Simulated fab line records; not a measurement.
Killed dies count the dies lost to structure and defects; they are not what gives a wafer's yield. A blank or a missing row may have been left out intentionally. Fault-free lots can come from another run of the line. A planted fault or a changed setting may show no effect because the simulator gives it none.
A lot that was struck, set against a sound lot | flow n5Finfet | 20 out of 1938 route steps
Sound: wafers L365.2, L365.3, L365.5. Wafers struck: L375.2, L375.4, L375.6. At the end, the cause is stated.
At each step with rows: each side's tool, then ch and its chambers, then its first start. Under that, the readings that differ: sound wafers | struck wafers | difference of the means | sigmas: that difference in standard deviations of wafers without a fault.
alike: same words and numbers on both sides, and readings whose means sit less than 2 such deviations apart. not compared: any withheld reading, any reading some wafer has no value for, any bound like >300 that may hide the same value, and any number with overlapping values for which the record gives no deviation.
A row with sigmas, a row that says differs or no value, or rows on one side alone: a step with any of these is where the two part. Numbers that have no deviation but don't overlap get no sigmas and don't part them. A reading missing from all wafers of one side parts the sides only when that side holds two or more wafers.

N5_BEOL_M12_CMP_49: polishes, stops on SiOC, t overpolish 20.6 s, target thk 320 nm.
  sound on cmp-01 ch 0,2,3, day 11 13:52; struck on cmp-01 ch 0,3, day 14 08:27
  alike: barrierFieldEndpointS, headPressurePsi, motorCurrentA, overpolishRunS
N5_BEOL_M12_THK_MEAS_50: measures by xrf.
  sound: filmMetro-01 at day 11 14:05; struck: filmMetro-02 at day 14 08:44
  alike: M12_THK
then, 1 step without rows for these wafers: N5_BEOL_M12_PRE_CLEAN_52 (time 15 s).
N5_BEOL_M12_DEP_53: deposits SiCN from 3MS/NH3, target thk 30 nm, time 10.5 s.
  sound on pecvd-01 ch 0,1,2, day 11 14:10; struck on pecvd-03 ch 0,1, day 14 08:48
  alike: rfFwdPowerW, showerheadPlenumPTorr, throttleValvePct
N5_BEOL_M12_RS_MEAS_54: uses a four-point probe to measure.
  sound: filmMetro-02 at day 11 14:13; struck: filmMetro-01 at day 14 08:52
  alike: M12_RS
N5_BEOL_M12_INSPECT_55: inspects for defects (darkfield).
  sound: defectInspect-02 at day 11 14:14; struck: defectInspect-02 at day 14 08:53
  alike: rawDefectCount
N5_BEOL_M13_ILD_DEP_00: deposits SiOC from DEMS/O2, target thk 837.92 nm, time 166.4 s.
  sound on pecvd-03 ch 0,1,2, day 11 14:17; struck on pecvd-01 ch 1,2, day 14 08:56
  alike: heaterPowerW, rfFwdPowerW, showerheadPlenumPTorr, throttleValvePct
N5_BEOL_M13_THK_MEAS_01:
  sound: filmMetro-02 at day 11 14:26; struck: filmMetro-02 at day 14 09:05
  alike: M13_ILD_THK
then, 4 steps without rows for these wafers: N5_BEOL_M13_COAT_58 (time 60 s, resist thk 89 nm); N5_BEOL_M13_COAT_04 (resist thk 400 nm); N5_BEOL_M13_EBR_06; N5_BEOL_M13_SOFTBAKE_05 (time 60 s).
N5_BEOL_M13_EXPOSE_07: exposes mask V12.
  sound on krfScanner-01 ch 0, day 11 14:41; struck on krfScanner-01 ch 0, day 14 09:13
reading                        | sound          | struck         | difference | sigmas
model.BEOL_M13.overlayXNm (nm) | -1.2 -1.2 -1.2 | 66.4 66.4 66.4 | +67.6      | 
  alike: mask, stageVelMmS
then, 3 steps without rows for these wafers: N5_BEOL_M13_PEB_08 (peb time 90 s); N5_BEOL_M13_DEVELOP_09 (develop time 45 s); N5_BEOL_M13_HARDBAKE_14 (time 120 s).
N5_BEOL_M13_CD_MEAS_10 targets a cd of 190 nm.
  sound on cdSem-02 ch 0, day 11 14:52; struck on cdSem-01 ch 0, day 14 09:23
reading   | sound             | struck            | difference | sigmas
cdNm (nm) | 186.0 186.9 187.6 | 191.4 193.4 194.9 | +6.4       | +4
N5_BEOL_M13_OVL_MEAS_11:
  sound on overlay-02 ch 0, day 11 14:53; struck on overlay-02 ch 0, day 14 09:25
reading      | sound  | struck   | difference | sigmas
V12_OVL (nm) | 6 0 -4 | 70 70 66 | +68        | +12
N5_BEOL_M13_INSPECT_12: inspects for defects (macro).
  sound: defectInspect-02 at day 11 14:55; struck: defectInspect-02 at day 14 09:26
  alike: rawDefectCount
N5_PASSIVATION_PROBE_49:
  record: rows for the struck wafers here (prober-01, day 15 17:25), none for the sound ones

== WHERE THEY PART ==
First at N5_BEOL_M13_CD_MEAS_10; last, within this record, at N5_PASSIVATION_PROBE_49.

WHY: whatever the simulator had introduced
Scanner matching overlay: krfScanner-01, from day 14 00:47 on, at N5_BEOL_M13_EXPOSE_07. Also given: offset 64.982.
